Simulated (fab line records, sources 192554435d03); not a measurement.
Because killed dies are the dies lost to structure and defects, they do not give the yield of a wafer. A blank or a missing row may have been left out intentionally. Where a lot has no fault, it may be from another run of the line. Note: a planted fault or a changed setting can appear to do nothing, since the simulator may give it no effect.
fab line records	flow n5Finfet
record: lots: 24	wafers: 72	lastDay: 17
route steps=1938 shown BEOL_M2@930 BEOL_M3@955
lots that met no fault: from a run of the same line without faults
startH: hours from the record's first day to the start of the lot's first wafer shown	waitH: time in hours since the lot's previous step	" unchanged from the row above	L1.1+2: a single row standing in for several wafers	- no value present, or no start provided	* or withheld: withheld	< > ~ a bound
route shown NAME@n: a module of which the file shows steps, and the number in the route of the first	usual: the fault-free wafers' mean and standard deviation	same: alike in all rows	chamber/n: place in a boat	sites: each site's reading	_std_site: how widely they spread, as a standard deviation	_edge_site: outer sites' mean less inner sites'	radiusMm: how far each site lies from the wafer's centre	mask NAME#n: copy n	behind: the tool/chamber that last shaped the wafer	hold: why the lot went on hold/how many hours it stayed there/how the hold came to an end	device: whichever transistor did not switch (one of n, p or np)	end of line: tests run on the same wafers once the route is complete	where a step has no rows: the recipe by itself	killed: the dies lost at the first sort to structure and to defects; this is not the yield of the wafer	map: a wafer's dies, marking killed ones x, the rest . and places with no die _
set.NAME: the setting the step ran with; set.NAME@STEP: the setting that earlier step ran with	model.NAME: the simulator's own value behind a step, which no gauge read
route steps across a sampled set of lots; one table per step, one row per wafer
services: a tool's chamber out of use, with start hour (startH, from the record's first day; less than 0 if before it), hours out, and reason
== steps ==
step: N5_BEOL_M2_INSPECT_59
recipe: inspectInstrument: darkfield	mode: postDep
usual: rawDefectCount: 70/22
lot.wafer	tool	chamber	startH	waitH	rawDefectCount
L074.1	defectInspect-01	-	138.64	0.0	89
L074.2	"	-	"	"	37
L074.4	"	-	"	"	53
L076.1	defectInspect-01	-	152.48	0.0	56
L076.2	"	-	"	"	71
L076.4	"	-	"	"	71
L075.3	defectInspect-02	-	153.97	0.0	99
L075.4	"	-	"	"	63
L075.6	"	-	"	"	67
L077.1	defectInspect-02	-	160.13	0.0	53
L077.2	"	-	"	"	71
L077.5	"	-	"	"	57
L078.2	defectInspect-02	-	169.74	0.0	68
L078.3	"	-	"	"	68
L078.5	"	-	"	"	53
L079.1	defectInspect-01	-	170.01	0.0	68
L079.2	"	-	"	"	73
L079.6	"	-	"	"	96
L080.1	defectInspect-02	-	177.59	0.0	101
L080.2	"	-	"	"	83
L080.4	"	-	"	"	112
L081.2	defectInspect-02	-	182.90	0.0	123
L081.3	"	-	"	"	75
L081.6	"	-	"	"	69
L082.1	defectInspect-01	-	184.53	0.0	58
L082.2	"	-	"	"	58
L082.6	"	-	"	"	39
L083.1	defectInspect-02	-	196.91	0.0	64
L083.2	"	-	"	"	100
L083.5	"	-	"	"	65
L084.2	defectInspect-02	-	197.66	0.0	90
L084.4	"	-	"	"	47
L084.5	"	-	"	"	78
L085.1	defectInspect-01	-	211.17	0.0	58
L085.3	"	-	"	"	56
L085.5	"	-	"	"	69
L086.1	defectInspect-02	-	216.98	0.0	44
L086.4	"	-	"	"	39
L086.5	"	-	"	"	61
L087.1	defectInspect-02	-	223.65	0.0	82
L087.4	"	-	"	"	82
L087.5	"	-	"	"	65
L088.1	defectInspect-02	-	225.48	0.0	65
L088.3	"	-	"	"	100
L088.6	"	-	"	"	100
L089.3	defectInspect-02	-	231.70	0.0	45
L089.4	"	-	"	"	67
L089.6	"	-	"	"	90
L090.4	defectInspect-02	-	238.69	0.0	92
L090.5	"	-	"	"	118
L090.6	"	-	"	"	111
L091.2	defectInspect-01	-	241.76	0.0	36
L091.3	"	-	"	"	47
L091.5	"	-	"	"	54
L092.2	defectInspect-01	-	245.00	0.0	69
L092.4	"	-	"	"	47
L092.5	"	-	"	"	62
L093.1	defectInspect-01	-	251.96	0.0	38
L093.5	"	-	"	"	61
L093.6	"	-	"	"	66
L094.2	defectInspect-02	-	269.81	0.0	66
L094.4	"	-	"	"	80
L094.6	"	-	"	"	145
L095.1	defectInspect-01	-	274.90	0.0	30
L095.3	"	-	"	"	33
L095.5	"	-	"	"	62
L097.2	defectInspect-02	-	279.94	0.0	35
L097.3	"	-	"	"	82
L097.4	"	-	"	"	52
L096.2	defectInspect-02	-	283.29	0.0	73
L096.4	"	-	"	"	78
L096.6	"	-	"	"	96
step: N5_BEOL_M3_STRIP_19
recipe: chemistry: O2	powerW: 400	tempC: 40	pressureMtorr: 30	rfFrequencyHz: 6e+07	biasPowerW: 0	overashFraction: 0.2	o2FlowSccm: 225
usual: drypumpMotorCurrentA: 5.5/0.42	o2FlowSccm: 225.0/0.66	oesProductAu: 0.79/0.077	rfVppV: 3.7/0.48	showerheadPlenumPTorr: 2.10/0.09	throttleValvePct: 16.59/0.18
lot.wafer	tool	chamber	startH	waitH	drypumpMotorCurrentA	o2FlowSccm	oesProductAu	rfHoursCounterH	rfVppV	showerheadPlenumPTorr	throttleValvePct
L074.1	rieDiel-05	1	141.02	0.1	5.8	225.0	0.92	27	4.3	2.16	16.66
L074.2	"	3	"	"	5.2	224.3	0.86	34	3.3	2.15	16.55
L074.4	"	0	"	"	6.0	225.6	0.86	58	3.3	2.12	16.52
L076.1	rieDiel-06	0	154.15	0.1	5.6	225.9	0.97	8	4.0	2.12	16.25
L076.2	"	3	"	"	5.9	225.9	0.81	132	3.6	1.93	16.32
L076.4	"	1	"	"	4.7	224.8	0.67	227	3.9	2.07	16.81
L075.3	rieDiel-06	3	156.59	0.1	5.9	224.7	0.81	132	3.3	1.93	16.32
L075.4	"	2	"	"	5.4	226.0	0.84	84	3.2	2.24	16.66
L075.6	"	3	"	"	5.9	224.6	0.80	-	3.2	1.93	16.34
L077.1	rieDiel-02	1	162.02	0.1	6.0	224.7	0.79	140	4.4	2.00	16.31
L077.2	"	3	"	"	5.5	225.1	0.75	144	3.5	2.17	16.61
L077.5	"	3	"	"	5.5	225.1	0.75	-	4.4	2.18	16.62
L078.2	rieDiel-05	3	170.81	0.1	5.2	224.7	0.84	43	3.5	2.14	16.57
L078.3	"	0	"	"	6.1	225.1	0.83	67	3.2	2.12	16.52
L078.5	"	2	"	"	5.1	226.0	0.83	-	4.0	2.22	16.51
L079.1	rieDiel-02	3	172.06	0.2	5.5	224.9	0.74	147	3.0	2.17	16.62
L079.2	"	1	"	"	6.0	225.0	0.78	144	2.7	2.00	16.31
L079.6	"	0	"	"	5.0	225.9	0.74	-	2.8	2.10	16.73
L080.1	rieDiel-02	1	179.78	0.1	6.0	225.2	0.78	147	3.9	1.99	16.32
L080.2	"	3	"	"	5.4	225.4	0.74	149	3.6	2.17	16.62
L080.4	"	2	"	"	5.9	225.8	0.72	201	4.2	2.06	16.75
L081.2	rieDiel-06	3	185.12	0.1	5.9	225.2	0.79	141	3.7	1.93	16.35
L081.3	"	0	"	"	5.7	225.0	0.94	16	3.5	2.12	16.29
L081.6	"	3	"	"	5.9	224.7	0.79	-	4.3	1.93	16.36
L082.1	rieDiel-05	2	185.99	0.1	5.1	225.5	0.83	69	3.4	2.22	16.51
L082.2	"	0	"	"	6.0	224.5	0.83	71	3.7	2.12	16.55
L082.6	"	0	"	"	6.0	224.3	0.84	-	3.8	2.12	16.54
L083.1	rieDiel-06	1	198.26	0.1	4.7	225.7	0.67	238	2.9	2.07	16.84
L083.2	"	0	"	"	5.6	225.9	0.94	19	4.6	2.12	16.29
L083.5	"	2	"	"	5.4	225.3	0.83	-	3.5	2.23	16.68
L084.2	rieDiel-06	1	200.53	0.1	4.7	225.3	0.67	239	3.8	2.07	16.83
L084.4	"	2	"	"	5.4	224.3	0.83	97	3.8	2.23	16.67
L084.5	"	2	"	"	5.4	225.0	0.83	-	3.6	2.23	16.67
L085.1	rieDiel-06	2	212.94	0.1	5.4	224.3	0.82	101	3.4	2.23	16.68
L085.3	"	1	"	"	4.7	224.5	0.67	242	3.4	2.07	16.85
L085.5	"	3	"	"	5.9	224.1	0.78	-	3.8	1.93	16.36
L086.1	rieDiel-02	0	220.24	0.1	5.1	225.5	0.73	183	3.0	2.10	16.74
L086.4	"	2	"	"	5.9	224.6	0.71	213	3.1	2.06	16.77
L086.5	"	0	"	"	5.0	226.2	0.73	-	3.0	2.10	16.74
L087.1	rieDiel-06	3	224.76	0.1	5.9	224.3	0.79	153	4.1	1.92	16.37
L087.4	"	1	"	"	4.7	224.0	0.67	246	4.7	2.07	16.84
L087.5	"	1	"	"	4.7	224.2	0.67	-	3.7	2.07	16.85
L088.1	rieDiel-06	1	228.06	0.1	4.7	224.6	0.67	247	3.8	2.07	16.84
L088.3	"	3	"	"	5.9	225.9	0.79	154	3.4	1.92	16.38
L088.6	"	0	"	"	5.7	225.1	0.92	-	3.0	2.12	16.31
L089.3	rieDiel-06	0	232.96	0.1	5.6	225.8	0.90	30	3.8	2.12	16.31
L089.4	"	3	"	"	5.9	224.5	0.78	155	4.4	1.92	16.36
L089.6	"	1	"	"	4.7	225.8	0.67	-	2.7	2.06	16.85
L090.4	rieDiel-02	2	241.93	0.1	5.9	224.6	0.71	218	4.0	2.05	16.78
L090.5	"	3	"	"	5.5	224.0	0.74	-	3.9	2.17	16.65
L090.6	"	2	"	"	5.9	224.1	0.71	-	3.0	2.05	16.76
L091.2	rieDiel-06	2	242.91	0.1	5.4	224.5	0.81	110	3.5	2.23	16.71
L091.3	"	3	"	"	5.9	223.9	0.77	158	3.3	1.92	16.39
L091.5	"	0	"	"	5.6	225.6	0.90	-	3.0	2.12	16.33
L092.2	rieDiel-02	0	247.90	0.3	5.1	224.9	0.73	191	3.3	2.10	16.77
L092.4	"	1	"	"	6.1	225.1	0.77	166	3.8	1.99	16.34
L092.5	"	1	"	"	6.0	225.9	0.77	-	4.0	1.99	16.34
L093.1	rieDiel-05	2	255.35	0.1	5.1	224.7	0.80	89	4.1	2.21	16.56
L093.5	"	1	"	"	5.9	224.6	0.86	-	3.5	2.14	16.73
L093.6	"	2	"	"	5.1	224.9	0.81	-	3.9	2.21	16.54
L094.2	rieDiel-05	0	271.15	0.1	6.1	226.5	0.80	96	3.7	2.11	16.61
L094.4	"	2	"	"	5.1	225.8	0.80	94	3.6	2.21	16.54
L094.6	"	1	"	"	5.8	223.6	0.85	-	3.8	2.14	16.75
L095.1	rieDiel-02	1	278.41	0.2	6.0	224.6	0.75	177	3.0	1.98	16.36
L095.3	"	2	"	"	5.9	225.2	0.70	231	3.0	2.05	16.81
L095.5	"	2	"	"	5.9	224.1	0.69	-	3.3	2.05	16.79
L097.2	rieDiel-06	2	281.42	0.1	5.4	225.3	0.79	124	4.1	2.22	16.73
L097.3	"	3	"	"	5.9	225.9	0.78	169	2.8	1.92	16.39
L097.4	"	0	"	"	5.7	225.0	0.88	48	3.6	2.11	16.34
L096.2	rieDiel-02	1	285.72	0.1	6.0	224.9	0.75	180	4.1	1.98	16.36
L096.4	"	0	"	"	5.0	225.3	0.71	203	4.2	2.09	16.78
L096.6	"	3	"	"	5.5	224.5	0.72	-	3.7	2.16	16.68
step: N5_BEOL_M3_SURFACE_TREAT_85
recipe: gas: Ar	timeS: *	ionEnergyEv: *	ionCurrentMaCm2: 0.5	pressureMtorr: *	arFlowSccm: 30
usual: arFlowSccm: 30.00/0.088	throttleValvePct: *
lot.wafer	tool	chamber	startH	waitH	arFlowSccm	throttleValvePct
L074.1	pvdSputter-03	-	144.49	0.2	29.94	*
L074.2	"	-	"	"	30.18	*
L074.4	"	-	"	"	30.15	*
L076.1	pvdSputter-03	-	161.49	0.1	29.95	*
L076.2	"	-	"	"	30.06	*
L076.4	"	-	"	"	29.99	*
L075.3	pvdSputter-02	-	161.77	0.1	29.95	*
L075.4	"	-	"	"	30.05	*
L075.6	"	-	"	"	30.05	*
L077.1	pvdSputter-02	-	168.74	1.7	30.18	*
L077.2	"	-	"	"	29.98	*
L077.5	"	-	"	"	29.98	*
L078.2	pvdSputter-03	-	172.78	0.1	30.05	*
L078.3	"	-	"	"	29.89	*
L078.5	"	-	"	"	30.10	*
L079.1	pvdSputter-01	-	177.37	0.2	30.04	*
L079.2	"	-	"	"	29.95	*
L079.6	"	-	"	"	29.97	*
L080.1	pvdSputter-01	-	185.61	0.3	30.03	*
L080.2	"	-	"	"	29.84	*
L080.4	"	-	"	"	29.99	*
L081.2	pvdSputter-03	-	189.04	0.1	30.06	*
L081.3	"	-	"	"	29.97	*
L081.6	"	-	"	"	29.92	*
L082.1	pvdSputter-01	-	189.41	0.1	29.80	*
L082.2	"	-	"	"	30.14	*
L082.6	"	-	"	"	30.00	*
L083.1	pvdSputter-01	-	200.90	0.1	30.02	*
L083.2	"	-	"	"	29.98	*
L083.5	"	-	"	"	30.13	*
L084.2	pvdSputter-02	-	205.19	0.2	30.08	*
L084.4	"	-	"	"	29.94	*
L084.5	"	-	"	"	30.09	*
L085.1	pvdSputter-02	-	216.37	0.2	30.02	*
L085.3	"	-	"	"	29.96	*
L085.5	"	-	"	"	30.01	*
L086.1	pvdSputter-02	-	223.68	0.1	30.01	*
L086.4	"	-	"	"	29.99	*
L086.5	"	-	"	"	30.00	*
L087.1	pvdSputter-01	-	228.69	0.2	29.93	*
L087.4	"	-	"	"	29.99	*
L087.5	"	-	"	"	30.02	*
L088.1	pvdSputter-02	-	234.40	0.2	29.84	*
L088.3	"	-	"	"	29.97	*
L088.6	"	-	"	"	30.02	*
L089.3	pvdSputter-03	-	235.96	0.2	30.06	*
L089.4	"	-	"	"	30.01	*
L089.6	"	-	"	"	30.10	*
L090.4	pvdSputter-02	-	244.41	0.3	29.92	*
L090.5	"	-	"	"	30.03	*
L090.6	"	-	"	"	30.03	*
L091.2	pvdSputter-02	-	244.90	0.2	29.82	*
L091.3	"	-	"	"	29.82	*
L091.5	"	-	"	"	30.01	*
L092.2	pvdSputter-03	-	250.94	0.2	30.00	*
L092.4	"	-	"	"	29.85	*
L092.5	"	-	"	"	29.97	*
L093.1	pvdSputter-03	-	257.58	0.4	29.90	*
L093.5	"	-	"	"	29.97	*
L093.6	"	-	"	"	30.09	*
L094.2	pvdSputter-03	-	274.76	0.1	30.04	*
L094.4	"	-	"	"	29.88	*
L094.6	"	-	"	"	30.05	*
L095.1	pvdSputter-03	-	282.09	0.1	30.08	*
L095.3	"	-	"	"	30.05	*
L095.5	"	-	"	"	30.02	*
L097.2	pvdSputter-02	-	285.78	0.2	29.94	*
L097.3	"	-	"	"	30.08	*
L097.4	"	-	"	"	29.98	*
L096.2	pvdSputter-01	-	290.26	0.3	30.08	*
L096.4	"	-	"	"	30.07	*
L096.6	"	-	"	"	29.84	*
step: N5_BEOL_M3_SPUTTER_48
recipe: material: Cu	targetThkA: 45	tempC: -20	chamberPressurePa: 0.07	powerW: withheld	timeS: 8.29
usual: substrateTempC: -19.99/0.12	throttleValvePct: 29.7/0.92
lot.wafer	tool	chamber	startH	waitH	substrateTempC	throttleValvePct
L074.1	pvdSputter-02	-	144.74	0.1	-19.92	29.1
L074.2	"	-	"	"	-19.95	28.9
L074.4	"	-	"	"	-20.01	29.7
L076.1	pvdSputter-03	-	161.75	0.1	-19.84	30.4
L076.2	"	-	"	"	-20.12	29.4
L076.4	"	-	"	"	-20.04	29.8
L075.3	pvdSputter-01	-	161.99	0.1	-19.76	28.6
L075.4	"	-	"	"	-19.80	30.5
L075.6	"	-	"	"	-19.99	30.0
L077.1	pvdSputter-03	-	169.00	0.1	-20.00	29.6
L077.2	"	-	"	"	-19.88	30.5
L077.5	"	-	"	"	-19.85	29.7
L078.2	pvdSputter-01	-	174.73	1.6	-20.13	30.1
L078.3	"	-	"	"	-19.98	30.1
L078.5	"	-	"	"	-20.07	28.5
L079.1	pvdSputter-02	-	177.71	0.2	-19.90	31.0
L079.2	"	-	"	"	-20.00	29.2
L079.6	"	-	"	"	-20.09	31.2
L080.1	pvdSputter-03	-	185.88	0.1	-20.07	29.6
L080.2	"	-	"	"	-19.98	30.2
L080.4	"	-	"	"	-20.09	27.3
L081.2	pvdSputter-03	-	189.40	0.2	-20.10	29.8
L081.3	"	-	"	"	-19.85	27.7
L081.6	"	-	"	"	-20.02	29.9
L082.1	pvdSputter-01	-	189.88	0.3	-20.06	30.8
L082.2	"	-	"	"	-19.99	30.0
L082.6	"	-	"	"	-20.05	30.7
L083.1	pvdSputter-03	-	201.12	0.1	-19.92	29.7
L083.2	"	-	"	"	-19.93	30.7
L083.5	"	-	"	"	-20.27	29.9
L084.2	pvdSputter-02	-	205.69	0.3	-20.11	28.8
L084.4	"	-	"	"	-20.07	29.1
L084.5	"	-	"	"	-19.94	28.7
L085.1	pvdSputter-03	-	216.64	0.1	-20.05	30.7
L085.3	"	-	"	"	-19.93	29.6
L085.5	"	-	"	"	-20.01	29.5
L086.1	pvdSputter-03	-	223.96	0.1	-19.96	27.7
L086.4	"	-	"	"	-20.15	29.6
L086.5	"	-	"	"	-19.97	30.7
L087.1	pvdSputter-02	-	229.12	0.2	-20.27	28.7
L087.4	"	-	"	"	-20.01	31.0
L087.5	"	-	"	"	-20.11	28.6
L088.1	pvdSputter-02	-	234.80	0.2	-20.32	28.9
L088.3	"	-	"	"	-19.95	29.8
L088.6	"	-	"	"	-19.95	29.8
L089.3	pvdSputter-03	-	236.24	0.2	-19.96	29.9
L089.4	"	-	"	"	-20.16	27.5
L089.6	"	-	"	"	-20.09	29.8
L090.4	pvdSputter-01	-	244.64	0.0	-19.95	29.1
L090.5	"	-	"	"	-19.84	28.7
L090.6	"	-	"	"	-20.03	30.2
L091.2	pvdSputter-02	-	245.34	0.3	-20.05	31.0
L091.3	"	-	"	"	-20.01	29.0
L091.5	"	-	"	"	-19.88	29.2
L092.2	pvdSputter-02	-	251.17	0.1	-19.82	29.9
L092.4	"	-	"	"	-19.92	29.1
L092.5	"	-	"	"	-19.89	28.9
L093.1	pvdSputter-03	-	257.82	0.1	-19.86	30.6
L093.5	"	-	"	"	-19.92	29.5
L093.6	"	-	"	"	-19.84	30.6
L094.2	pvdSputter-02	-	275.06	0.1	-19.75	30.9
L094.4	"	-	"	"	-20.25	29.1
L094.6	"	-	"	"	-20.07	31.1
L095.1	pvdSputter-01	-	282.36	0.1	-20.15	30.1
L095.3	"	-	"	"	-19.95	30.2
L095.5	"	-	"	"	-20.14	30.1
L097.2	pvdSputter-02	-	286.20	0.1	-20.04	28.8
L097.3	"	-	"	"	-19.86	29.9
L097.4	"	-	"	"	-20.16	31.0
L096.2	pvdSputter-02	-	290.63	0.2	-19.94	29.2
L096.4	"	-	"	"	-19.89	29.9
L096.6	"	-	"	"	-19.95	29.2
step: N5_BEOL_M3_ANNEAL_80
recipe: tempC: 400	timeS: 240	ambient: vacuum
usual: heaterPowerW: 800/100
lot.wafer	tool	chamber	startH	waitH	heaterPowerW
L074.1	pvdSputter-02	-	145.04	0.0	904
L074.2	"	-	"	"	739
L074.4	"	-	"	"	697
L076.1	pvdSputter-03	-	162.05	0.0	735
L076.2	"	-	"	"	756
L076.4	"	-	"	"	866
L075.3	pvdSputter-01	-	162.29	0.0	870
L075.4	"	-	"	"	745
L075.6	"	-	"	"	912
L077.1	pvdSputter-03	-	169.30	0.0	868
L077.2	"	-	"	"	747
L077.5	"	-	"	"	836
L078.2	pvdSputter-01	-	175.03	0.0	894
L078.3	"	-	"	"	725
L078.5	"	-	"	"	881
L079.1	pvdSputter-02	-	178.01	0.0	717
L079.2	"	-	"	"	887
L079.6	"	-	"	"	707
L080.1	pvdSputter-03	-	186.18	0.0	886
L080.2	"	-	"	"	726
L080.4	"	-	"	"	1048
L081.2	pvdSputter-03	-	189.70	0.0	773
L081.3	"	-	"	"	1047
L081.6	"	-	"	"	847
L082.1	pvdSputter-01	-	190.18	0.0	750
L082.2	"	-	"	"	744
L082.6	"	-	"	"	768
L083.1	pvdSputter-03	-	201.42	0.0	740
L083.2	"	-	"	"	735
L083.5	"	-	"	"	754
L084.2	pvdSputter-02	-	205.99	0.0	729
L084.4	"	-	"	"	865
L084.5	"	-	"	"	724
L085.1	pvdSputter-03	-	216.94	0.0	732
L085.3	"	-	"	"	859
L085.5	"	-	"	"	767
L086.1	pvdSputter-03	-	224.26	0.0	1061
L086.4	"	-	"	"	764
L086.5	"	-	"	"	740
L087.1	pvdSputter-02	-	229.42	0.0	715
L087.4	"	-	"	"	712
L087.5	"	-	"	"	716
L088.1	pvdSputter-02	-	235.10	0.0	711
L088.3	"	-	"	"	723
L088.6	"	-	"	"	693
L089.3	pvdSputter-03	-	236.54	0.0	844
L089.4	"	-	"	"	1069
L089.6	"	-	"	"	852
L090.4	pvdSputter-01	-	244.94	0.0	870
L090.5	"	-	"	"	878
L090.6	"	-	"	"	922
L091.2	pvdSputter-02	-	245.64	0.0	720
L091.3	"	-	"	"	871
L091.5	"	-	"	"	878
L092.2	pvdSputter-02	-	251.47	0.0	718
L092.4	"	-	"	"	714
L092.5	"	-	"	"	726
L093.1	pvdSputter-03	-	258.12	0.0	749
L093.5	"	-	"	"	882
L093.6	"	-	"	"	770
L094.2	pvdSputter-02	-	275.36	0.0	719
L094.4	"	-	"	"	710
L094.6	"	-	"	"	707
L095.1	pvdSputter-01	-	282.66	0.0	724
L095.3	"	-	"	"	915
L095.5	"	-	"	"	734
L097.2	pvdSputter-02	-	286.50	0.0	728
L097.3	"	-	"	"	698
L097.4	"	-	"	"	713
L096.2	pvdSputter-02	-	290.93	0.0	902
L096.4	"	-	"	"	685
L096.6	"	-	"	"	875
step: N5_BEOL_M3_ANNEAL_87
recipe: tempC: 400	timeS: 240	ambient: vacuum
usual: heaterPowerW: 798/100
lot.wafer	tool	chamber	startH	waitH	heaterPowerW
L074.1	pvdSputter-02	-	145.48	0.0	889
L074.2	"	-	"	"	726
L074.4	"	-	"	"	716
L076.1	pvdSputter-03	-	162.49	0.0	737
L076.2	"	-	"	"	756
L076.4	"	-	"	"	863
L075.3	pvdSputter-01	-	162.73	0.0	864
L075.4	"	-	"	"	755
L075.6	"	-	"	"	894
L077.1	pvdSputter-03	-	169.74	0.0	865
L077.2	"	-	"	"	737
L077.5	"	-	"	"	868
L078.2	pvdSputter-01	-	175.47	0.0	889
L078.3	"	-	"	"	731
L078.5	"	-	"	"	862
L079.1	pvdSputter-02	-	178.45	0.0	705
L079.2	"	-	"	"	904
L079.6	"	-	"	"	713
L080.1	pvdSputter-03	-	186.62	0.0	844
L080.2	"	-	"	"	752
L080.4	"	-	"	"	1062
L081.2	pvdSputter-03	-	190.14	0.0	767
L081.3	"	-	"	"	1050
L081.6	"	-	"	"	869
L082.1	pvdSputter-01	-	190.62	0.0	766
L082.2	"	-	"	"	743
L082.6	"	-	"	"	743
L083.1	pvdSputter-03	-	201.86	0.0	758
L083.2	"	-	"	"	730
L083.5	"	-	"	"	774
L084.2	pvdSputter-02	-	206.43	0.0	741
L084.4	"	-	"	"	897
L084.5	"	-	"	"	711
L085.1	pvdSputter-03	-	217.38	0.0	746
L085.3	"	-	"	"	864
L085.5	"	-	"	"	781
L086.1	pvdSputter-03	-	224.70	0.0	1065
L086.4	"	-	"	"	780
L086.5	"	-	"	"	735
L087.1	pvdSputter-02	-	229.86	0.0	724
L087.4	"	-	"	"	714
L087.5	"	-	"	"	708
L088.1	pvdSputter-02	-	235.54	0.0	727
L088.3	"	-	"	"	711
L088.6	"	-	"	"	710
L089.3	pvdSputter-03	-	236.98	0.0	842
L089.4	"	-	"	"	1048
L089.6	"	-	"	"	858
L090.4	pvdSputter-01	-	245.38	0.0	858
L090.5	"	-	"	"	862
L090.6	"	-	"	"	899
L091.2	pvdSputter-02	-	246.08	0.0	724
L091.3	"	-	"	"	913
L091.5	"	-	"	"	904
L092.2	pvdSputter-02	-	251.91	0.0	687
L092.4	"	-	"	"	721
L092.5	"	-	"	"	719
L093.1	pvdSputter-03	-	258.56	0.0	765
L093.5	"	-	"	"	847
L093.6	"	-	"	"	719
L094.2	pvdSputter-02	-	275.80	0.0	720
L094.4	"	-	"	"	730
L094.6	"	-	"	"	701
L095.1	pvdSputter-01	-	283.10	0.0	713
L095.3	"	-	"	"	882
L095.5	"	-	"	"	734
L097.2	pvdSputter-02	-	286.94	0.0	718
L097.3	"	-	"	"	694
L097.4	"	-	"	"	713
L096.2	pvdSputter-02	-	291.39	0.0	878
L096.4	"	-	"	"	713
L096.6	"	-	"	"	897
== services ==
tool	chamber	startH	hours	kind
rieDiel-02	3	135.96	8.7	repair
rieDiel-05	2	208.68	3.8	repair
rieDiel-05	0	221.63	2.8	repair
rieDiel-06	1	237.52	-	clean
rieDiel-06	1	237.52	-	consumableReplace:focusRing
rieDiel-06	1	237.52	21.4	scheduledDown
rieDiel-06	1	237.52	21.4	ventCycle
rieDiel-06	3	272.94	8.2	repair
== key ==
fault none
